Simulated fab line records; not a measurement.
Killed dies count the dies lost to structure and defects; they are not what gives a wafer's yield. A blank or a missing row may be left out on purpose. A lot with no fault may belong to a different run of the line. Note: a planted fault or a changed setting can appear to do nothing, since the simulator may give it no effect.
Matching of chambers :: flow n5-finfet :: N5_MOL_CONTACT_COAG_ETCHBACK_132 on rie-diel-05 has 4 sister chambers
The step etches SiO2 in CHF3, target depth 10 nm, time 6.7 s. 16 wafers are shown with their chamber, then 8 later ones without.

## EACH WAFER AND ITS CHAMBER
wafer: L074.1
chamber: 1
drypump-motor-current-A (A): 5.4
showerhead-plenum-p-Torr (Torr): 2.21
throttle-valve-pct (%): 18.80

wafer: L074.2
chamber: 2
drypump-motor-current-A (A): 5.8
showerhead-plenum-p-Torr (Torr): 2.26
throttle-valve-pct (%): 18.99

wafer: L074.3
chamber: 0
drypump-motor-current-A (A): 5.5
showerhead-plenum-p-Torr (Torr): 2.47
throttle-valve-pct (%): 18.47

wafer: L081.1
chamber: 2
drypump-motor-current-A (A): 5.8
showerhead-plenum-p-Torr (Torr): 2.54
throttle-valve-pct (%): 18.57

wafer: L081.3
chamber: 3
drypump-motor-current-A (A): 6.3
showerhead-plenum-p-Torr (Torr): 2.45
throttle-valve-pct (%): 18.90

wafer: L081.6
chamber: 0
drypump-motor-current-A (A): 5.5
showerhead-plenum-p-Torr (Torr): 2.47
throttle-valve-pct (%): 18.50

wafer: L083.1
chamber: 2
drypump-motor-current-A (A): 5.8
showerhead-plenum-p-Torr (Torr): 2.54
throttle-valve-pct (%): 18.60

wafer: L083.3
chamber: 3
drypump-motor-current-A (A): 6.3
showerhead-plenum-p-Torr (Torr): 2.44
throttle-valve-pct (%): 18.90

wafer: L083.5
chamber: 3
drypump-motor-current-A (A): 6.3
showerhead-plenum-p-Torr (Torr): 2.44
throttle-valve-pct (%): 18.91

wafer: L084.1
chamber: 2
drypump-motor-current-A (A): 5.8
showerhead-plenum-p-Torr (Torr): 2.54
throttle-valve-pct (%): 18.60

wafer: L084.2
chamber: 0
drypump-motor-current-A (A): 5.5
showerhead-plenum-p-Torr (Torr): 2.46
throttle-valve-pct (%): 18.50

wafer: L084.5
chamber: 0
drypump-motor-current-A (A): 5.5
showerhead-plenum-p-Torr (Torr): 2.46
throttle-valve-pct (%): 18.50

wafer: L086.1
chamber: 0
drypump-motor-current-A (A): 5.5
showerhead-plenum-p-Torr (Torr): 2.46
throttle-valve-pct (%): 18.51

wafer: L086.4
chamber: 3
drypump-motor-current-A (A): 6.3
showerhead-plenum-p-Torr (Torr): 2.44
throttle-valve-pct (%): 18.92

wafer: L086.5
chamber: 0
drypump-motor-current-A (A): 5.5
showerhead-plenum-p-Torr (Torr): 2.46
throttle-valve-pct (%): 18.52

wafer: L085.1
chamber: 0
drypump-motor-current-A (A): 5.6
showerhead-plenum-p-Torr (Torr): 2.46
throttle-valve-pct (%): 18.51

SIGNATURES, as means of the wafers listed above
reading: drypump-motor-current-A
chamber 0: 5.514
chamber 1: 5.400
chamber 2: 5.800
chamber 3: 6.300
scatter within a chamber: 0.0267

reading: showerhead-plenum-p-Torr
chamber 0: 2.4629
chamber 1: 2.2100
chamber 2: 2.4700
chamber 3: 2.4425
scatter within a chamber: 0.0701

reading: throttle-valve-pct
chamber 0: 18.5014
chamber 1: 18.8000
chamber 2: 18.6900
chamber 3: 18.9075
scatter within a chamber: 0.101
Rule: for a wafer and a chamber, the distance is found by dividing, reading by reading, the gap between the wafer's reading and the chamber's mean by the reading's scatter, squaring, summing and taking the root. If the next closest chamber is less than 2 further off than the closest, the wafer can't be placed; otherwise it belongs to the closest. The scatter is the square root of a quotient: the sum, over the shown wafers, of each reading's squared deviation from its chamber's mean, divided by wafers minus chambers.

## WAFERS WITH NO CHAMBER GIVEN
wafer: L085.2
drypump-motor-current-A (A): 5.4
showerhead-plenum-p-Torr (Torr): 2.20
throttle-valve-pct (%): 18.87

wafer: L085.6
drypump-motor-current-A (A): 5.6
showerhead-plenum-p-Torr (Torr): 2.46
throttle-valve-pct (%): 18.52

wafer: L088.1
drypump-motor-current-A (A): 5.5
showerhead-plenum-p-Torr (Torr): 2.46
throttle-valve-pct (%): 18.51

wafer: L088.2
drypump-motor-current-A (A): 5.8
showerhead-plenum-p-Torr (Torr): 2.54
throttle-valve-pct (%): 18.59

wafer: L088.5
drypump-motor-current-A (A): 5.6
showerhead-plenum-p-Torr (Torr): 2.46
throttle-valve-pct (%): 18.51

wafer: L095.2
drypump-motor-current-A (A): 6.3
showerhead-plenum-p-Torr (Torr): 2.44
throttle-valve-pct (%): 18.95

wafer: L095.5
drypump-motor-current-A (A): 5.8
showerhead-plenum-p-Torr (Torr): 2.53
throttle-valve-pct (%): 18.62

wafer: L095.6
drypump-motor-current-A (A): 6.3
showerhead-plenum-p-Torr (Torr): 2.44
throttle-valve-pct (%): 18.95

## WHICH CHAMBER EACH WENT THROUGH
wafer: L085.2
from the rows above: 1
in truth: 1

wafer: L085.6
from the rows above: 0
in truth: 0

wafer: L088.1
from the rows above: 0
in truth: 0

wafer: L088.2
from the rows above: 2
in truth: 2

wafer: L088.5
from the rows above: 0
in truth: 0

wafer: L095.2
from the rows above: 3
in truth: 3

wafer: L095.5
from the rows above: 2
in truth: 2

wafer: L095.6
from the rows above: 3
in truth: 3
Correct placement for 8 of the 8. From these rows, 0 cannot be placed. Wrongly placed: 0.
